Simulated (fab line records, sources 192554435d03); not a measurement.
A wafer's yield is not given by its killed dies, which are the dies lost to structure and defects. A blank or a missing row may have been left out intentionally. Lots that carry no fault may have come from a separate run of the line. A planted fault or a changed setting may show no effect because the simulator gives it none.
Chamber matching | flow n5_finfet | N5_PMOS_HMC_CHANNEL_EPI_HM_DEP_34 on pecvd-03 has 3 sister chambers
The step deposits SiO2 from TEOS/O2, target thk 36 nm, time 6.9 s. 3 wafers are shown with their chamber, then 9 later ones without.

== WAFERS WITH THEIR CHAMBER ==
wafer  | chamber | throttle_valve_pct (%)
L091.1 | 1       | 19.0
L091.4 | 0       | 18.5
L091.5 | 2       | 17.7

== WAFERS WITH NO CHAMBER GIVEN ==
wafer  | throttle_valve_pct (%)
L092.2 | 19.1
L092.4 | 17.9
L092.6 | 18.4
L095.4 | 18.4
L095.5 | 17.3
L095.6 | 19.6
L096.1 | 19.4
L096.3 | 17.3
L096.5 | 19.4

== WHICH CHAMBER EACH WENT THROUGH ==
wafer  | from the rows above          | in truth
L092.2 | can't be placed: 1 or 0      | 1
L092.4 | can't be placed: 2 or 0      | 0
L092.6 | can't be placed: 0 or 1 or 2 | 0
L095.4 | can't be placed: 0 or 1 or 2 | 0
L095.5 | 2                            | 2
L095.6 | can't be placed: 1 or 0      | 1
L096.1 | can't be placed: 1 or 0      | 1
L096.3 | 2                            | 2
L096.5 | can't be placed: 1 or 0      | 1
Correct placement for 2 of the 9. These rows do not allow placing 7 (true chamber among the candidates in 7). 0 placed wrongly.
How it was worked out, from the rows above alone: a wafer's distance from a chamber is the root of the sum, over the readings, of the square of ((its reading less the chamber's mean) divided by the reading's scatter). If the next closest chamber is less than 2 further off than the closest, the wafer can't be placed; otherwise it belongs to the closest. A chamber's mean is the mean of its shown wafers. The scatter (one wafer shown for each chamber): square how far every hidden wafer sits from the nearest shown wafer, average those squares and take the square root.
